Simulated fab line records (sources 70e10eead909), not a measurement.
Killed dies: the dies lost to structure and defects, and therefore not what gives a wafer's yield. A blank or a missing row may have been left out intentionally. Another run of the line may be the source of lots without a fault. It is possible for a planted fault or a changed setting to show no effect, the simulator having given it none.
Code-filled problem report in 8D (eight disciplines) form + flow nand-harc + the parts of the form that need people (team, actions taken, sign-off) are left out

== 1. PROBLEM STATEMENT ==
run-length-s at NHARC_A_WL_FILL_ETCHBACK_04 reads a mean of 111.4 s on 2 wafers of 2 lots; wafers without a fault read 141.5 s with a standard deviation of 0.37. That is -81 standard deviations from the usual mean.
The step: etches the open film in NF3, target depth 60 nm, time 120 s.
Seen first at day 17 18:35 on rie-metal-03, wafer L508.3. Wafers with a number at this step in the record: 34, from 12 lots. By rule, "out" or "out of limits" means more than 4 standard deviations away from the usual mean. Any other wafer with a number is counted as sound.

== 2. WHAT IT IS; WHAT IT IS NOT ==
| question                    | is                | is not                                                                                                         |
|-----------------------------|-------------------|----------------------------------------------------------------------------------------------------------------|
| which readings at this step | run-length-s      | drypump-motor-current-A                                                                                        |
| which lots                  | L508, L512        | L501, L502, L505, L514, L516, L519, L520, L521, L523, L524                                                     |
| which wafers of those lots  | L508.3, L512.3    | L508.4, L512.5                                                                                                 |
| read on which tools         | rie-metal-03      | rie-metal-01, rie-metal-02                                                                                     |
| when                        | from day 17 18:35 | up to then (10 sound wafers); but 22 sound wafers of L512, L514, L516, L519, L520, L521, L523, L524 came after |

== 3. SUSPECTS, AND WHAT RULES EACH OUT ==
Counting: any tool at a process step up to the reading remains a suspect provided it ran every lot that is out. Sound lots after the first of them don't rule it out here, since some wafers of a struck lot are sound.
- rie-metal-03 at NHARC_A_WL_FILL_ETCHBACK_04 (etches the open film in NF3, target depth 60 nm, time 120 s): kept. It ran every lot that is out, first L508 (day 17 18:35); its last sound lot up to then is L502 (day 15 21:20). Out on those wafers are its own readings of run-length-s.
- The sound lot-mates ran in chamber 1 of rie-metal-03 at NHARC_A_WL_FILL_ETCHBACK_04, but the wafers that are out ran in chamber 0.
Remaining after the count: rie-metal-03 at NHARC_A_WL_FILL_ETCHBACK_04.

== 4. THE CAUSE (what the simulator had put in) ==
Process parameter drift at NHARC_A_WL_FILL_ETCHBACK_04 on rie-metal-03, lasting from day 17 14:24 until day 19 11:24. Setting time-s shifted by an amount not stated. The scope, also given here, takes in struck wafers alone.
After counting, this tool was the only one left.

== 5. THE EFFECT CHAIN, in route order ==
One row per reading whose mean, taken over the struck wafers that have a number, lies over 3 standard deviations from the usual. Only readings for which the record gives a usual standard deviation are gone through. hours: the time from each lot's start at the first step in this table that gives one to its start at this step, as a median over the lots. sigmas: the change in usual standard deviations.
| hours | step                        | reading      | usual   | on struck wafers | change | sigmas |
|-------|-----------------------------|--------------|---------|------------------|--------|--------|
| 0     | NHARC_A_WL_FILL_ETCHBACK_04 | run-length-s | 141.5 s | 111.4            | -30.1  | -81    |
The process steps in it:
- NHARC_A_WL_FILL_ETCHBACK_04: etches the open film in NF3, target depth 60 nm, time 120 s.

== 6. HOW IT WOULD HAVE BEEN CAUGHT EARLIER ==
In this record no reading fell out of limits until day 17 18:35, 4 hours after the fault had begun at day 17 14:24.
